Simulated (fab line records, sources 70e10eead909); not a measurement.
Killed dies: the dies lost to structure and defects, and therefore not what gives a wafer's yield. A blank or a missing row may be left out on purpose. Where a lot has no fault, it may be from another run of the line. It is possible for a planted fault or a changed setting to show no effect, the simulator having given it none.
Problem report in the 8D (eight disciplines) form, filled by code | flow nand harc | the parts of the form that need people (team, actions taken, sign-off) are left out

## 1. WHAT WENT WRONG
At NHARC_END_SORT_01, sort_bin_2_pct averages 93.4 % over 6 wafers from 2 lots, while fault-free wafers read 3.0 %, standard deviation 1.2. That puts it +75 standard deviations away from the usual mean.
Seen first at day 30 02:23 on prober-02, wafer L834.2. At this step, 6 wafers from 2 lots have a number in the record. Rule for "out", or "out of limits": more than 4 standard deviations from the usual mean. Any other wafer with a number is counted as sound.

## 2. WHAT THIS IS AND IS NOT
question                    | is                                                                                                                  | is not
which readings at this step | sort_bin_2_pct, defect limited yield, killed at array, killed dies, sort n pass, sort rim yield pct, sort yield pct | killed at other, killed open, killed short, sort_bin_4_pct
which lots                  | L834, L838                                                                                                          | -
which wafers of those lots  | all that have a number                                                                                              | -
read on which gauges        | prober-02                                                                                                           | -
when                        | from day 30 02:23                                                                                                   | up to then (0 sound wafers)

## 3. SUSPECTS, AND WHAT RULES EACH OUT
Counting: any tool at a process step up to the reading is kept as a suspect provided that every lot that is out went through it and no sound lot did after the first of them.
- the gauge at NHARC_END_SORT_01: kept. All the wafers that are out were read on prober-02, and no step on other tools shows them out.
- pvd sputter-02 at NHARC_A_M0_DEGAS_28 (time 60 s): kept. It ran every lot that is out, first L834 (day 28 12:01), and no sound lot after that.
- pecvd-04 at NHARC_A_M1_DEP_00 (deposits SiOC, target thk 182.5 nm): kept. It ran every lot that is out, first L834 (day 28 14:13), and no sound lot after that.
Still standing after the count: pvd sputter-02 at NHARC_A_M0_DEGAS_28, pecvd-04 at NHARC_A_M1_DEP_00, prober-02 at NHARC_END_SORT_01.

## 4. THE CAUSE (what the simulator had put in)
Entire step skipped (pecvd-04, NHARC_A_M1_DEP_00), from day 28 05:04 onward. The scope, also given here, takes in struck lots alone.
This tool is one of the 3 suspects left after counting.

## 5. SEQUENCE OF EFFECTS, ordered by route
Rows list readings where the struck wafers' mean (over those with a number) sits beyond 3 standard deviations from the usual. Readings are gone through only where the record gives a usual standard deviation; hours: the median, over the lots, of the time from a lot's start at the first step in this table giving one to that lot's start at this step; sigmas: the change measured in usual standard deviations.
hours | step              | reading              | usual  | on struck wafers | change | sigmas
0     | NHARC_END_SORT_01 | defect limited yield | 91.6 % | 0.0              | -91.6  | -35
0     | NHARC_END_SORT_01 | killed at array      | 51     | 671              | +620   | +36
0     | NHARC_END_SORT_01 | killed dies          | 57     | 677              | +620   | +34
0     | NHARC_END_SORT_01 | sort_bin_2_pct       | 3.0 %  | 93.4             | +90.4  | +75
0     | NHARC_END_SORT_01 | sort n pass          | 620    | 0                | -620   | -34
0     | NHARC_END_SORT_01 | sort rim yield pct   | 87 %   | 0                | -87    | -18
0     | NHARC_END_SORT_01 | sort yield pct       | 91.6 % | 0.0              | -91.6  | -35
Readings that are blank on the struck wafers while sound wafers have them: chamber pressure Torr at NHARC_A_M1_DEP_00; rf fwd power W at NHARC_A_M1_DEP_00.

## 6. HOW IT WOULD HAVE BEEN CAUGHT EARLIER
The first out-of-limits reading at a measuring or inspecting step in this record came at day 30 02:23, 45 hours after the fault's start at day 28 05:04.
At NHARC_A_M1_DEP_00 the tool's readings are blank on the struck wafers, where sound wafers have them: an empty tool record is the first sign, and it was there at once.
By day 30 02:23 the whole set of lots that are out, 2 in number, had already begun NHARC_A_M1_DEP_00 on pecvd-04. None of them would have been spared by holding the tool at that moment.
